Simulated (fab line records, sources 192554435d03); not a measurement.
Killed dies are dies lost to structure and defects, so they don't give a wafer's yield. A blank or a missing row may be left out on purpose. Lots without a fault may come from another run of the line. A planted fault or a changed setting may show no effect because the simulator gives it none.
fab line records | flow n5_finfet | part 1 of 2: steps 1 to 15 of 20
record lots=5 wafers=15 last_day=17
route steps=1938 shown HKMG_FIN@435
lots that met no fault: from a run of the same line without faults
start_h: hours from the record's first day to the start of the lot's first wafer shown | wait_h: hours since the lot's step before | " the same as in the row above | L1.1+2: a row that stands for several wafers | - no value, or no start given | * or withheld: withheld | < > ~ a bound
route shown NAME@n: a module of which the file shows steps, and the number in the route of the first | usual: mean/standard deviation of fault-free wafers | same: alike in all rows | chamber/n: place in a boat | sites: the reading at each site | _std_site: their standard deviation | _edge_site: outer sites' mean less inner sites' | radius_mm: how far each site lies from the wafer's centre | mask NAME#n: copy n | behind: the tool/chamber that last shaped the wafer | hold: why the lot was held/for how many hours/how that ended | device: the transistor (n, p or np) that didn't switch | end of line: the same wafers' tests at the end of the route | a step without rows: its recipe alone | killed: dies lost to structure and defects at the first sort, not the wafer's yield | map: a wafer's dies, x killed, . not, _ none there
set.NAME: the setting as run; set.NAME@STEP: as run at that earlier step | model.NAME: the simulator's own value behind a step, which no gauge read
lots at some steps of the route; a table a step, a row a wafer
services: from which hour (start_h, from the record's first day; less than 0 if before it) a tool's chamber was out of use, for how many hours, and why
## steps
# step N5_HKMG_FIN_ETCH_32
# recipe chemistry=N2/H2 target=SOC target_depth_a=2400 temp_c=40 time_s=300 ion_energy_ev=200 mask_material=SiARC pressure_mtorr=30 source_w=840 bias_w=150 n2_flow_sccm=200 h2_flow_sccm=200
# usual bias_w=150.0/0.51 chamber_pressure_mTorr=29.996/0.027 drypump_motor_current_A=5.7/0.44 oes_product_au=0.81/0.089 rf_vpp_V=523.8/2.3 showerhead_plenum_p_Torr=2.54/0.082 throttle_valve_pct=17.8/0.32
# columns lot.wafer tool chamber start_h wait_h bias_w chamber_pressure_mTorr drypump_motor_current_A oes_product_au rf_hours_counter_h rf_vpp_V showerhead_plenum_p_Torr throttle_valve_pct
L079.2 rie_diel-01 2 106.67 0.0 150.0 30.043 5.8 0.72 198 524.7 2.54 18.4
L079.3 " 3 " " 150.2 30.012 5.2 0.88 24 522.2 2.49 17.7
L079.5 " 2 " " 149.8 30.033 5.8 0.72 - 523.6 2.54 18.4
L080.1 rie_diel-05 0 110.16 0.0 150.3 29.993 5.5 0.84 45 528.5 2.68 17.3
L080.4 " 1 " " 151.1 29.971 5.5 0.77 171 524.7 2.53 18.1
L080.5 " 1 " " 150.8 30.001 5.5 0.75 - 524.0 2.53 18.1
L082.3 rie_diel-05 3 123.78 0.0 149.7 30.004 5.6 0.75 170 523.5 2.54 17.9
L082.5 " 1 " " 149.6 30.009 5.5 0.76 - 525.0 2.52 18.2
L082.6 " 3 " " 149.9 30.011 5.6 0.75 - 523.9 2.54 17.9
L094.2 rie_diel-03 1 200.17 0.0 150.2 30.048 6.8 0.92 34 522.5 2.48 17.6
L094.3 " 3 " " 149.5 29.987 5.7 0.82 105 526.9 2.68 17.9
L094.4 " 3 " " 149.8 29.966 5.6 0.82 - 527.6 2.68 17.9
L096.3 rie_diel-05 3 206.54 0.0 149.9 29.995 5.6 0.73 201 521.6 2.52 18.0
L096.4 " 2 " " 149.8 30.047 6.2 0.68 235 526.6 2.63 18.2
L096.6 " 0 " " 149.8 29.974 5.6 0.80 - 527.8 2.67 17.4
# step N5_HKMG_FIN_STRIP_33
# recipe chemistry=N2/H2 temp_c=40 n2_flow_sccm=200 h2_flow_sccm=200 rf_frequency_hz=6e+07
# columns lot.wafer tool chamber start_h wait_h
L079.2+3+5 rie_diel-01 2,3,2 106.85 0.1
L080.1+4+5 rie_diel-05 0,1,1 110.35 0.1
L082.3+5+6 rie_diel-05 3,1,3 123.96 0.1
L094.2+3+4 rie_diel-03 1,3,3 200.35 0.1
L096.3+4+6 rie_diel-05 3,2,0 206.72 0.1
# step N5_HKMG_FIN_STRIP_34
# recipe chemistry=CF4 resist=SiARC power_w=300 bias_power_w=75 pressure_mtorr=50 cf4_flow_sccm=150 rf_frequency_hz=6e+07
# usual chamber_pressure_mTorr=50.00/0.046 drypump_motor_current_A=5.6/0.44 oes_product_au=0.80/0.076 rf_vpp_V=271.2/1.4 showerhead_plenum_p_Torr=1.79/0.049 throttle_valve_pct=13.55/0.29
# columns lot.wafer tool chamber start_h wait_h chamber_pressure_mTorr drypump_motor_current_A oes_product_au rf_hours_counter_h rf_vpp_V showerhead_plenum_p_Torr throttle_valve_pct
L079.2 rie_diel-01 2 106.86 0.0 50.01 5.8 0.71 198 270.3 1.78 14.00
L079.3 " 3 " " 50.04 5.2 0.88 24 270.1 1.74 13.41
L079.5 " 2 " " 50.05 5.8 0.71 - 270.7 1.78 13.99
L080.1 rie_diel-05 0 110.36 0.0 50.02 5.5 0.84 45 274.6 1.88 13.08
L080.4 " 1 " " 50.03 5.5 0.74 171 271.5 1.80 14.06
L080.5 " 1 " " 50.07 5.5 0.75 - 271.2 1.80 14.04
L082.3 rie_diel-05 3 123.97 0.0 49.98 5.6 0.74 170 269.8 1.79 13.64
L082.5 " 1 " " 50.02 5.5 0.74 - 274.0 1.80 14.04
L082.6 " 3 " " 49.93 5.5 0.73 - 271.6 1.79 13.65
L094.2 rie_diel-03 1 200.36 0.0 50.03 6.7 0.88 34 270.7 1.77 13.45
L094.3 " 3 " " 49.99 5.6 0.81 105 272.4 1.88 13.58
L094.4 " 3 " " 50.06 5.6 0.81 - 272.7 1.88 13.58
L096.3 rie_diel-05 3 206.73 0.0 50.02 5.6 0.71 201 271.9 1.78 13.70
L096.4 " 2 " " 50.00 6.1 0.69 235 273.2 1.82 13.78
L096.6 " 0 " " 50.01 5.5 0.81 - 274.1 1.87 13.18
# step N5_HKMG_FIN_ETCH_35
# recipe chemistry=N2/H2 target=SOC target_depth_a=2158 ion_energy_ev=65 bias_w=5 source_w=3000 time_s=243.4 pressure_mtorr=30 n2_flow_sccm=200 h2_flow_sccm=200
# usual bias_w=4.998/0.015 chamber_pressure_mTorr=29.995/0.029 drypump_motor_current_A=5.7/0.44 oes_product_au=0.81/0.088 rf_vpp_V=141.5/1 showerhead_plenum_p_Torr=2.54/0.082 throttle_valve_pct=17.8/0.32
# columns lot.wafer tool chamber start_h wait_h bias_w chamber_pressure_mTorr drypump_motor_current_A oes_product_au rf_hours_counter_h rf_vpp_V showerhead_plenum_p_Torr throttle_valve_pct
L079.2 rie_diel-01 2 106.88 0.0 4.991 29.995 5.8 0.72 198 141.4 2.54 18.4
L079.3 " 3 " " 5.020 30.018 5.2 0.90 24 140.5 2.49 17.7
L079.5 " 2 " " 4.967 29.998 5.8 0.71 - 141.9 2.54 18.4
L080.1 rie_diel-05 0 110.38 0.0 5.011 29.981 5.5 0.84 45 141.2 2.69 17.3
L080.4 " 1 " " 4.994 29.965 5.5 0.75 171 141.3 2.53 18.1
L080.5 " 1 " " 4.986 30.000 5.5 0.76 - 140.9 2.53 18.1
L082.3 rie_diel-05 3 123.99 0.0 5.013 30.011 5.6 0.75 170 141.7 2.54 18.0
L082.5 " 1 " " 5.013 29.992 5.5 0.75 - 141.2 2.52 18.2
L082.6 " 3 " " 5.020 30.047 5.6 0.75 - 142.5 2.54 18.0
L094.2 rie_diel-03 1 200.38 0.0 5.022 30.021 6.8 0.92 34 141.4 2.48 17.6
L094.3 " 3 " " 5.020 30.007 5.6 0.81 105 142.3 2.68 18.0
L094.4 " 3 " " 5.005 30.038 5.6 0.82 - 143.3 2.68 18.0
L096.3 rie_diel-05 3 206.75 0.0 4.995 29.994 5.5 0.73 201 142.1 2.52 18.0
L096.4 " 2 " " 4.989 29.982 6.2 0.67 235 143.9 2.63 18.2
L096.6 " 0 " " 4.996 29.974 5.6 0.80 - 141.6 2.67 17.4
# step N5_HKMG_FIN_STRIP_92
# recipe chemistry=N2/H2 material=SOC time_s=20 power_w=500 temp_c=40 pressure_mtorr=50 rf_frequency_hz=6e+07 bias_power_w=8 h2_frac=0.5 n2_flow_sccm=300 h2_flow_sccm=300
# usual chamber_pressure_mTorr=50.01/0.044 drypump_motor_current_A=5.7/0.44 oes_product_au=0.81/0.085 rf_vpp_V=54.1/0.83 showerhead_plenum_p_Torr=3.36/0.1 throttle_valve_pct=19.0/0.43
# columns lot.wafer tool chamber start_h wait_h chamber_pressure_mTorr drypump_motor_current_A oes_product_au rf_hours_counter_h rf_vpp_V showerhead_plenum_p_Torr throttle_valve_pct
L079.2 rie_diel-01 2 107.03 0.1 49.99 5.8 0.72 198 54.5 3.35 19.8
L079.3 " 3 " " 49.96 5.2 0.89 24 54.5 3.29 18.7
L079.5 " 2 " " 50.05 5.8 0.72 - 54.5 3.35 19.8
L080.1 rie_diel-05 0 110.52 0.1 49.94 5.6 0.84 45 54.4 3.54 18.3
L080.4 " 1 " " 50.01 5.5 0.76 171 54.2 3.34 19.3
L080.5 " 1 " " 50.02 5.5 0.75 - 54.3 3.34 19.3
L082.3 rie_diel-05 3 124.14 0.1 50.03 5.6 0.75 170 52.0 3.35 19.2
L082.5 " 1 " " 49.94 5.5 0.75 - 55.7 3.34 19.3
L082.6 " 3 " " 50.04 5.6 0.76 - 53.9 3.35 19.1
L094.2 rie_diel-03 1 200.53 0.1 50.01 6.7 0.90 34 54.3 3.27 18.7
L094.3 " 3 " " 50.01 5.6 0.81 105 55.2 3.53 19.3
L094.4 " 3 " " 49.96 5.6 0.81 - 53.6 3.53 19.3
L096.3 rie_diel-05 3 206.90 0.1 50.01 5.6 0.72 201 55.5 3.33 19.2
L096.4 " 2 " " 50.01 6.2 0.68 235 54.6 3.47 19.4
L096.6 " 0 " " 50.03 5.5 0.80 - 54.7 3.52 18.4
# step N5_HKMG_FIN_WET_ETCH_18
# recipe chemistry=SC1 target=TiN mix=1:1:5 temp_c=* time_s=55 target_depth_nm=5.2 dry=ipa_marangoni rinse_time_s=30 rinse_temp_c=23
# usual bath_heat_duty_pct=6.9/0.86 diw_flow_mL_min=1071/3.5
# columns lot.wafer tool chamber start_h wait_h bath_heat_duty_pct diw_flow_mL_min
L079.2 wet_bench-04 1 107.12 0.1 5.6 1074
L079.3 " 5 " " 5.6 1073
L079.5 " 0 " " 7.0 1071
L080.1 wet_bench-06 6 110.61 0.1 6.6 1066
L080.4 " 0 " " 5.8 1075
L080.5 " 2 " " 4.9 1068
L082.3 wet_bench-06 0 124.23 0.1 5.8 1075
L082.5 " 1 " " 7.7 1070
L082.6 " 2 " " 5.7 1075
L094.2 wet_bench-06 2 200.84 0.3 6.0 1074
L094.3 " 0 " " 5.6 1075
L094.4 " 3 " " 8.0 1071
L096.3 wet_bench-04 5 206.98 0.1 6.3 1077
L096.4 " 3 " " 6.9 1069
L096.6 " 2 " " 6.0 1066
# step N5_HKMG_FIN_STRIP_19
# recipe chemistry=N2/H2 power_w=2500 temp_c=300 h2_frac=0.65 time_s=360 pressure_mtorr=withheld n2_flow_sccm=1750 h2_flow_sccm=3250
# usual drypump_motor_current_A=5.63/0.28 heater_power_w=521/31
# columns lot.wafer tool chamber start_h wait_h drypump_motor_current_A heater_power_w rf_hours_counter_h
L079.2 plasma_asher-01 1 107.18 0.0 5.09 567 43
L079.3 " 1 " " 5.10 570 -
L079.5 " 0 " " 5.66 507 -
L080.1 plasma_asher-02 0 110.67 0.0 5.88 542 99
L080.4 " 0 " " 5.88 540 -
L080.5 " 0 " " 5.89 549 -
L082.3 plasma_asher-02 0 124.41 0.1 5.79 546 -
L082.5 " 1 " " 5.71 478 -
L082.6 " 0 " " 5.82 545 -
L094.2 plasma_asher-01 0 200.90 0.0 5.66 509 62
L094.3 " 0 " " 5.66 506 -
L094.4 " 1 " " 5.06 562 -
L096.3 plasma_asher-01 1 207.17 0.1 5.08 562 -
L096.4 " 0 " " 5.66 521 -
L096.6 " 0 " " 5.67 514 -
# step N5_HKMG_FIN_ALD_91
# recipe material=TiN target_thk_a=10 temp_c=400 ald_precursor_family=TiCl4 ald_co_reactant=NH3 pulse_time_s=1 purge_time_s=3 co_reactant_purge_time_s=2 co_reactant_pulse_time_s=2 ald_cycles=47 pressure_torr=3
# usual heater_power_w=880/62 precursor_pulse_height_rel=1.000/0.02
# same ald_cycles=47 purge_time_s=3
# columns lot.wafer tool chamber start_h wait_h heater_power_w precursor_pulse_height_rel
L079.2 ald_metal-01 1 107.57 0.3 867 0.983
L079.3 " 2 " " 836 1.004
L079.5 " 0 " " 887 1.006
L080.1 ald_metal-02 2 111.06 0.3 824 0.989
L080.4 " 1 " " 855 1.005
L080.5 " 0 " " 812 1.002
L082.3 ald_metal-02 1 124.67 0.1 817 1.001
L082.5 " 1 " " 869 1.035
L082.6 " 0 " " 849 0.974
L094.2 ald_metal-03 0 201.28 0.3 1021 1.015
L094.3 " 2 " " 893 0.986
L094.4 " 3 " " 926 1.004
L096.3 ald_metal-03 0 207.43 0.1 1030 1.030
L096.4 " 2 " " 922 0.986
L096.6 " 3 " " 972 0.989
# step N5_HKMG_FIN_COAT_85
# recipe resist=SOC temp_c=250 time_s=60 spin_rpm=1500 resist_thk_nm=300
# usual chill_plate_temp_C=23.01/0.11
# columns lot.wafer tool chamber start_h wait_h chill_plate_temp_C
L079.2 litho_track-04 0 107.85 0.2 23.04
L079.3 " 0 " " 23.17
L079.5 " 0 " " 23.11
L080.1 litho_track-04 0 111.33 0.2 22.95
L080.4 " 0 " " 22.94
L080.5 " 0 " " 22.94
L082.3 litho_track-04 0 124.96 0.2 23.13
L082.5 " 0 " " 23.19
L082.6 " 0 " " 23.16
L094.2 litho_track-05 0 201.56 0.2 22.87
L094.3 " 0 " " 22.97
L094.4 " 0 " " 22.96
L096.3 litho_track-01 0 207.71 0.2 23.07
L096.4 " 0 " " 23.10
L096.6 " 0 " " 23.14
# step N5_HKMG_FIN_ETCH_86
# recipe chemistry=N2/H2 target=SOC target_depth_a=3932 stop_on=TiN ion_energy_ev=100 bias_w=61 pressure_mtorr=30 source_w=850 n2_flow_sccm=200 h2_flow_sccm=200
# usual bias_w=61.03/0.19 chamber_pressure_mTorr=30.001/0.024 drypump_motor_current_A=5.7/0.47 oes_product_au=0.81/0.081 rf_vpp_V=240.7/1.3 showerhead_plenum_p_Torr=2.54/0.083 throttle_valve_pct=17.8/0.31
# columns lot.wafer tool chamber start_h wait_h bias_w chamber_pressure_mTorr drypump_motor_current_A oes_product_au rf_hours_counter_h rf_vpp_V showerhead_plenum_p_Torr throttle_valve_pct
L079.2 rie_diel-01 3 107.91 - 60.92 29.988 5.2 0.88 24 239.9 2.49 17.7
L079.3 " 0 " " 61.45 30.010 5.1 0.85 41 238.9 2.48 17.4
L079.5 " 0 " " 61.21 29.991 5.1 0.85 - 241.1 2.48 17.4
L080.1 rie_diel-01 3 111.46 - 61.00 30.027 5.2 0.88 27 239.6 2.49 17.7
L080.4 " 3 " " 61.17 30.019 5.2 0.87 - 239.2 2.49 17.7
L080.5 " 2 " " 61.27 29.980 5.8 0.71 - 238.2 2.54 18.4
L082.3 rie_diel-03 2 125.01 - 60.91 29.989 5.9 0.89 18 241.8 2.48 17.6
L082.5 " 3 " " 60.64 29.997 5.6 0.84 - 242.6 2.69 17.9
L082.6 " 2 " " 61.16 30.005 5.9 0.90 - 238.9 2.48 17.6
L094.2 rie_diel-01 3 201.62 - 61.13 30.024 5.2 0.83 58 240.0 2.47 17.8
L094.3 " 0 " " 60.77 29.971 5.1 0.80 79 239.0 2.47 17.5
L094.4 " 2 " " 61.25 29.969 5.8 0.69 235 240.9 2.52 18.4
L096.3 rie_diel-03 1 207.77 - 61.02 29.991 6.8 0.88 38 239.2 2.47 17.6
L096.4 " 3 " " 60.90 30.001 5.6 0.81 - 242.3 2.68 17.9
L096.6 " 2 " " 61.01 30.050 5.9 0.85 - 239.8 2.47 17.7
# step N5_HKMG_FIN_STRIP_89
# recipe chemistry=N2/H2 material=SOC time_s=20 power_w=500 temp_c=40 pressure_mtorr=50 rf_frequency_hz=6e+07 bias_power_w=8 h2_frac=0.5 n2_flow_sccm=300 h2_flow_sccm=300
# usual chamber_pressure_mTorr=50.00/0.044 drypump_motor_current_A=5.7/0.47 oes_product_au=0.82/0.088 rf_vpp_V=54.2/0.78 showerhead_plenum_p_Torr=3.36/0.11 throttle_valve_pct=19.0/0.42
# columns lot.wafer tool chamber start_h wait_h chamber_pressure_mTorr drypump_motor_current_A oes_product_au rf_hours_counter_h rf_vpp_V showerhead_plenum_p_Torr throttle_valve_pct
L079.2 rie_diel-01 3 107.97 0.0 49.95 5.2 0.88 25 54.5 3.29 18.7
L079.3 " 0 " " 50.06 5.1 0.87 41 55.7 3.28 18.4
L079.5 " 0 " " 50.04 5.1 0.87 - 54.5 3.28 18.4
L080.1 rie_diel-01 3 111.52 0.0 50.00 5.2 0.88 27 55.1 3.29 18.7
L080.4 " 3 " " 49.94 5.2 0.89 - 54.6 3.29 18.7
L080.5 " 2 " " 50.12 5.8 0.72 - 52.9 3.35 19.8
L082.3 rie_diel-03 2 125.07 0.0 50.04 5.9 0.91 18 54.3 3.28 18.8
L082.5 " 3 " " 49.99 5.6 0.84 - 53.8 3.55 19.3
L082.6 " 2 " " 49.95 6.0 0.91 - 54.0 3.29 18.7
L094.2 rie_diel-01 3 201.68 0.0 50.02 5.2 0.83 58 55.0 3.27 18.8
L094.3 " 0 " " 49.98 5.1 0.81 79 52.5 3.26 18.5
L094.4 " 2 " " 50.04 5.8 0.69 235 53.0 3.33 19.9
L096.3 rie_diel-03 1 207.83 0.0 50.01 6.8 0.90 38 54.0 3.27 18.8
L096.4 " 3 " " 50.03 5.7 0.81 - 55.2 3.53 19.3
L096.6 " 2 " " 50.04 6.0 0.86 - 54.2 3.27 18.8
# step N5_HKMG_FIN_WET_ETCH_87
# recipe chemistry=SC1 target=TiN mix=1:2:40 temp_c=50 time_s=154.2 target_depth_nm=4.7 dry=ipa_marangoni rinse_time_s=30 rinse_temp_c=23
# usual bath_heat_duty_pct=7.0/0.88 diw_flow_mL_min=1396/4.7
# columns lot.wafer tool chamber start_h wait_h bath_heat_duty_pct diw_flow_mL_min
L079.2 wet_bench-03 4 108.07 0.1 6.9 1396
L079.3 " 1 " " 6.2 1409
L079.5 " 3 " " 6.6 1393
L080.1 wet_bench-03 4 111.62 0.1 7.2 1393
L080.4 " 5 " " 6.6 1401
L080.5 " 3 " " 7.3 1404
L082.3 wet_bench-03 1 125.17 0.1 6.7 1404
L082.5 " 0 " " 7.8 1401
L082.6 " 7 " " 7.4 1397
L094.2 wet_bench-04 1 201.78 0.1 7.6 1394
L094.3 " 0 " " 6.6 1400
L094.4 " 2 " " 7.0 1399
L096.3 wet_bench-04 0 207.93 0.1 6.7 1405
L096.4 " 5 " " 6.2 1395
L096.6 " 2 " " 6.4 1392
# step N5_HKMG_FIN_STRIP_88
# recipe chemistry=N2/H2 power_w=2500 temp_c=300 h2_frac=0.65 time_s=360 pressure_mtorr=withheld n2_flow_sccm=1750 h2_flow_sccm=3250
# usual drypump_motor_current_A=5.5/0.31 heater_power_w=528/31
# columns lot.wafer tool chamber start_h wait_h drypump_motor_current_A heater_power_w rf_hours_counter_h
L079.2 plasma_asher-01 0 108.16 0.0 5.7 523 43
L079.3 " 0 " " 5.6 513 -
L079.5 " 1 " " 5.1 568 -
L080.1 plasma_asher-02 1 111.71 0.0 5.7 493 99
L080.4 " 0 " " 5.9 535 -
L080.5 " 0 " " 5.9 529 -
L082.3 plasma_asher-01 1 125.39 0.1 5.1 568 -
L082.5 " 0 " " 5.7 512 -
L082.6 " 1 " " 5.1 561 -
L094.2 plasma_asher-01 1 201.88 0.0 5.1 570 62
L094.3 " 1 " " 5.1 572 -
L094.4 " 0 " " 5.7 491 -
L096.3 plasma_asher-02 1 208.15 0.2 5.7 485 -
L096.4 " 0 " " 5.9 537 -
L096.6 " 0 " " 5.9 531 -
# step N5_HKMG_FIN_NWFM_ALD_20
# recipe material=TiAlC target_thk_a=20 temp_c=300 ald_precursor_family=TiCl4 ald_co_reactant=TEA pulse_time_s=3 purge_time_s=2 co_reactant_purge_time_s=2 co_reactant_pulse_time_s=10 ald_cycles=7 pressure_torr=3
# usual heater_power_w=496/36 precursor_pulse_height_rel=0.998/0.02
# same ald_cycles=7 purge_time_s=2
# columns lot.wafer tool chamber start_h wait_h heater_power_w precursor_pulse_height_rel
L079.2 ald_metal-03 3 108.55 0.3 561 0.993
L079.3 " 2 " " 506 0.980
L079.5 " 1 " " 460 1.007
L080.1 ald_metal-01 1 112.10 0.3 483 0.967
L080.4 " 0 " " 493 1.019
L080.5 " 2 " " 470 0.995
L082.3 ald_metal-01 2 125.66 0.1 462 1.009
L082.5 " 3 " " 504 0.974
L082.6 " 0 " " 502 0.981
L094.2 ald_metal-03 3 202.27 0.3 552 0.973
L094.3 " 2 " " 520 0.998
L094.4 " 0 " " 582 0.979
L096.3 ald_metal-02 0 208.41 0.1 458 1.002
L096.4 " 3 " " 494 1.006
L096.6 " 0 " " 458 1.021
# step N5_HKMG_FIN_ALD_71
# recipe material=TiN target_thk_a=10 temp_c=400 ald_precursor_family=TiCl4 ald_co_reactant=NH3 pulse_time_s=1 purge_time_s=3 co_reactant_purge_time_s=2 co_reactant_pulse_time_s=2 ald_cycles=47 pressure_torr=3
# usual heater_power_w=885/63 precursor_pulse_height_rel=0.999/0.022
# same ald_cycles=47 purge_time_s=3
# columns lot.wafer tool chamber start_h wait_h heater_power_w precursor_pulse_height_rel
L079.2 ald_metal-03 3 108.65 0.0 949 1.000
L079.3 " 2 " " 902 1.008
L079.5 " 1 " " 833 1.029
L080.1 ald_metal-01 1 112.20 0.0 904 0.993
L080.4 " 0 " " 917 0.973
L080.5 " 2 " " 829 0.970
L082.3 ald_metal-01 2 125.76 0.0 829 0.974
L082.5 " 3 " " 888 0.964
L082.6 " 0 " " 898 0.966
L094.2 ald_metal-03 3 202.37 0.0 989 1.021
L094.3 " 2 " " 916 1.002
L094.4 " 0 " " 1032 1.016
L096.3 ald_metal-02 0 208.51 0.0 822 1.028
L096.4 " 3 " " 872 1.013
L096.6 " 0 " " 832 0.981
